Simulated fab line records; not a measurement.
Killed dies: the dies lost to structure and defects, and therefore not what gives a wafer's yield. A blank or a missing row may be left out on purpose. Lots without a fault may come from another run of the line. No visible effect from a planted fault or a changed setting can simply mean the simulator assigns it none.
What tool caused it? :: flow nand harc :: route of 1302 steps, sampled at 1 step: 13 lots, 39 wafers

## WHAT EACH GAUGE READ, for each wafer
NHARC_THIN_TSV_CD_MEAS_12 targets a cd of 1000 nm.
lot: L113
measured: day 25 13:29
on: cd sem-01
cd nm (nm): 1000.3 1000.5 998.9

lot: L111
measured: day 25 18:05
on: cd sem-03
cd nm (nm): 999.8 1002.7 1000.7

lot: L112
measured: day 25 19:08
on: cd sem-02
cd nm (nm): 1000.0 999.0 998.0

lot: L117
measured: day 27 10:06
on: cd sem-03
cd nm (nm): 998.2 996.3 996.7

lot: L123
measured: day 30 00:11
on: cd sem-02
cd nm (nm): 997.7 998.7 1001.4

lot: L126
measured: day 31 02:41
on: cd sem-01
cd nm (nm): 1002.6 1001.9 998.3

lot: L129
measured: day 31 15:14
on: cd sem-02
cd nm (nm): 995.9 995.2 998.8

lot: L127
measured: day 31 16:31
on: cd sem-01
cd nm (nm): 1001.3 999.8 1002.6

lot: L128
measured: day 32 02:41
on: cd sem-02
cd nm (nm): 997.6 995.8 997.0

lot: L130
measured: day 32 03:53
on: cd sem-02
cd nm (nm): 1000.2 998.0 996.4

lot: L131
measured: day 32 16:20
on: cd sem-01
cd nm (nm): 995.6 996.9 996.4

lot: L133
measured: day 33 14:11
on: cd sem-01
cd nm (nm): 1003.0 1003.1 1001.4

lot: L132
measured: day 33 15:24
on: cd sem-01
cd nm (nm): 1001.2 1003.0 1002.5

## WHAT TOOL EACH LOT RAN ON (gives the tool, then ch and the chambers of the sampled wafers, and finally the start)
The record holds no process step before these readings.

## WHAT THE TOOLS THEMSELVES READ (means of the sampled wafers that have a number; where no wafer has one, the mark that the record gives instead)
The record holds no such reading with a usual standard deviation.

## THE ANSWER, worked out from the rows above alone
Rule: usual is defined by the lots themselves. Put in order of their means at a reading, lots are off if they are a third of the lots or fewer, leave a main group of 4 or more, and stand apart from it by a gap of 3 or more times the standard deviation of the main group's means; of several such gaps the widest counts. If all means in a main group match to the digits the tables above print for the reading, that group is not used. Also off: a lot with no number at a reading for which 4 or more lots have one. Any other lot the step has rows for is counted as sound. The gauges are gone through in route order, then the tools' own readings, and for those a lot's mean is taken as printed above. The first step at which some lot is off is used, and at that step the reading that is off furthest; a lot without a number counts as furthest.
No lot is off at any reading shown: from this, nothing can be told.

## WHAT THE SIMULATOR HAD INSERTED
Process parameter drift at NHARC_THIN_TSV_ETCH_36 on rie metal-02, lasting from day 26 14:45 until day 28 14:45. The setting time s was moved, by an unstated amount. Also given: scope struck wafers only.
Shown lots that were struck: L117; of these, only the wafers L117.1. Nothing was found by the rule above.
